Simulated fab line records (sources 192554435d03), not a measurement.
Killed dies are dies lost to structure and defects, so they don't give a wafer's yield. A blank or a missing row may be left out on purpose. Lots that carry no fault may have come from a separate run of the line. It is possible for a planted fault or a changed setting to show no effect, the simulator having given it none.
A lot that was struck, set against a sound lot + flow n5Finfet + 23 out of 1938 route steps
Sound: the wafers L546.1, L546.2, L546.5. Wafers struck: L555.1, L555.4, L555.5. The cause is named last.
Per side, at each step with rows, come the tool, then ch with its chambers, and then its first start. Under that, the readings that differ: sound wafers + struck wafers + difference of the means + sigmas: that difference in standard deviations of wafers without a fault.
alike: words and numbers the same on both sides, and readings whose means are apart by under 2 such deviations; not compared: readings that were withheld, readings missing a value for some wafer, numbers with overlapping values and no deviation given by the record, and bounds like >300 which may hide the same value.
The two part at a step that has a row with sigmas, a row that says differs or no value, or rows on one side only. Non-overlapping numbers with no deviation appear without sigmas and do not part them. A reading missing from all wafers of one side parts the sides only when that side holds two or more wafers.

first, 8 steps without rows for these wafers: N5_BEOL_M1_PRE_CLEAN_60 (time 15 s); N5_BEOL_M1_CO_CAP_55 (material Co, precursor CCTBA/H2, target thk 2 nm, time 102.1 s); N5_BEOL_M1_PRE_CLEAN_56 (time 15 s); N5_BEOL_M1_DEP_57 (deposits SiCN from 3MS/NH3, target thk 8 nm, time 14 s); N5_BEOL_M2_ILD_DEP_00 (deposits SiOC from DEMS/O2, target thk 79 nm, time 15.3 s); N5_BEOL_M2_PECVD_72 (deposits SiO2 from TEOS/O2, target thk 16 nm, time 18 s); N5_BEOL_M2_HM_DEP_02 (deposits TiN, target thk 20 nm); N5_BEOL_M2_COAT_61 (time 60 s, resist thk 60 nm).
N5_BEOL_M2_COAT_62: time 60 s, resist thk 12 nm.
  sound on lithoTrack-02 ch 0, day 8 03:30; struck on lithoTrack-02 ch 0, day 10 12:14
| reading                                   | sound                | struck               | difference | sigmas      |
|-------------------------------------------|----------------------|----------------------|------------|-------------|
| spinSpeedRpm (rpm)                        | 1501.6 1500.3 1501.4 | 1635.3 1634.4 1635.9 | +134.1     | +99 or more |
| model.SiARC_of_BEOL_M2_COAT_62.thkNm (nm) | 12 12 12             | 11.4 11.6 11.6       | -0.5       |             |
  alike: chillPlateTempC
then, 9 steps without rows for these wafers: N5_BEOL_M2_COAT_73 (time 60 s, resist thk 5 nm); N5_BEOL_M2_COAT_05 (resist thk 30 nm); N5_BEOL_M2_EBR_07; N5_BEOL_M2_SOFTBAKE_06 (time 60 s); N5_BEOL_M2_EXPOSE_08 (exposes mask M2); N5_BEOL_M2_PEB_09 (peb time 60 s); N5_BEOL_M2_DEVELOP_10 (develop time 30 s); N5_BEOL_M2_DESCUM_16 (chemistry O2, time 7 s); N5_BEOL_M2_ETCH_74 (etches underlayer in N2/H2, target depth 6.5 nm, time 5.2 s).
N5_BEOL_M2_ETCH_63: etches SiARC in CF4, target depth 15.6 nm, time 26 s.
  sound on rieDiel-01 ch 1,2, day 8 04:12; struck on rieDiel-03 ch 0,2,3, day 10 12:48
| reading                 | sound             | struck            | difference | sigmas |
|-------------------------|-------------------|-------------------|------------|--------|
| model.etch.depthNm (nm) | 11.99 11.97 11.99 | 11.47 11.51 11.52 | -0.48      |        |
  alike: drypumpMotorCurrentA, etchRfOnTimeS, oesProductAu, rfFwdPowerW, rfVppV, showerheadPlenumPTorr, throttleValvePct
  not compared: rfHoursCounterH
N5_BEOL_M2_ETCH_64: etches SOC in N2/H2, target depth 75 nm, overetch 22.5 nm, time 121.9 s.
  sound on rieDiel-01 ch 1,2, day 8 04:13; struck on rieDiel-03 ch 0,2,3, day 10 12:49
| reading                                   | sound       | struck | difference | sigmas |
|-------------------------------------------|-------------|--------|------------|--------|
| model.SiARC_of_BEOL_M2_COAT_62.thkNm (nm) | 6.2 6.6 6.6 | 6 6 6  | +0         |        |
  alike: drypumpMotorCurrentA, oesProductAu, rfFwdPowerW, rfVppV, showerheadPlenumPTorr, throttleValvePct
  not compared: rfHoursCounterH
then, 1 step without rows for these wafers: N5_BEOL_M2_STRIP_65 (strips in N2/H2).
N5_BEOL_M4_RC_MEAS_101:
  sound on prober-02 ch 0, day 9 23:25; struck on prober-02 ch 0, day 11 13:29
  alike: DIBL_N, DIBL_P, IOFF_N, IOFF_P, ION_N, ION_P, SS_N, SS_P, VT_N, VT_P
N5_PASSIVATION_PROBE_49:
  sound wafers here have rows in the record (prober-01, day 14 07:58); struck ones have none

WHERE THEY PART
Earliest at N5_BEOL_M2_COAT_62; latest, in this record, at N5_PASSIVATION_PROBE_49.

WHY: the cause the simulator had injected
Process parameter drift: lithoTrack-02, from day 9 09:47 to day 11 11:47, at N5_BEOL_M2_COAT_62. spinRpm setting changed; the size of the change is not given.
